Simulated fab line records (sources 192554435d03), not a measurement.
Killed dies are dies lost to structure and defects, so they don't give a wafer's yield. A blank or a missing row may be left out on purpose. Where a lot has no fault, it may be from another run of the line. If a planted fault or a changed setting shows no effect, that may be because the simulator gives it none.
Matching of chambers | flow n5Finfet | N5_BEOL_M0_SAQP_PECVD_96 on pecvd-02 has 3 sister chambers
The step deposits a-Si from SiH4/He, target thk 45 nm, time 45.2 s. 6 wafers are shown with their chamber, then 11 later ones without.

== WAFERS WITH THEIR CHAMBER ==
wafer  | chamber | throttleValvePct (%) | showerheadPlenumPTorr (Torr)
L085.4 | 2       | 16.7                 | 5.60
L089.2 | 2       | 16.6                 | 5.61
L089.4 | 1       | 18.8                 | 5.71
L092.2 | 1       | 18.8                 | 5.71
L092.5 | 0       | 17.4                 | 5.66
L093.2 | 0       | 17.6                 | 5.66

== WAFERS MISSING THEIR CHAMBER ==
wafer  | throttleValvePct (%) | showerheadPlenumPTorr (Torr)
L093.3 | 16.9                 | 5.59
L093.6 | 17.5                 | 5.65
L094.2 | 17.3                 | 5.65
L094.3 | 17.0                 | 5.60
L094.4 | 18.6                 | 5.71
L095.1 | 17.2                 | 5.66
L095.2 | 16.9                 | 5.60
L095.6 | 16.8                 | 5.60
L096.1 | 17.2                 | 5.65
L096.2 | 17.1                 | 5.61
L096.5 | 16.7                 | 5.62

== WHICH CHAMBER EACH ONE RAN IN ==
wafer  | from the rows above | in truth
L093.3 | 2                   | 2
L093.6 | 0                   | 0
L094.2 | 0                   | 0
L094.3 | 2                   | 2
L094.4 | 1                   | 1
L095.1 | 0                   | 0
L095.2 | 2                   | 2
L095.6 | 2                   | 2
L096.1 | 0                   | 0
L096.2 | 2                   | 2
L096.5 | 2                   | 2
Correct placement for 11 of the 11. Number that these rows cannot place: 0. Placed wrongly: 0.
How it was worked out, from the rows above alone: a wafer's distance from a chamber is the root of the sum, over the readings, of the square of ((its reading less the chamber's mean) divided by the reading's scatter). If the next closest chamber is less than 2 further off than the closest, the wafer can't be placed; otherwise it belongs to the closest. Each chamber's mean is taken over the wafers shown for it. The scatter: the root of (the sum of the squares of (reading less its chamber's mean) over the shown wafers, divided by (wafers less chambers)).
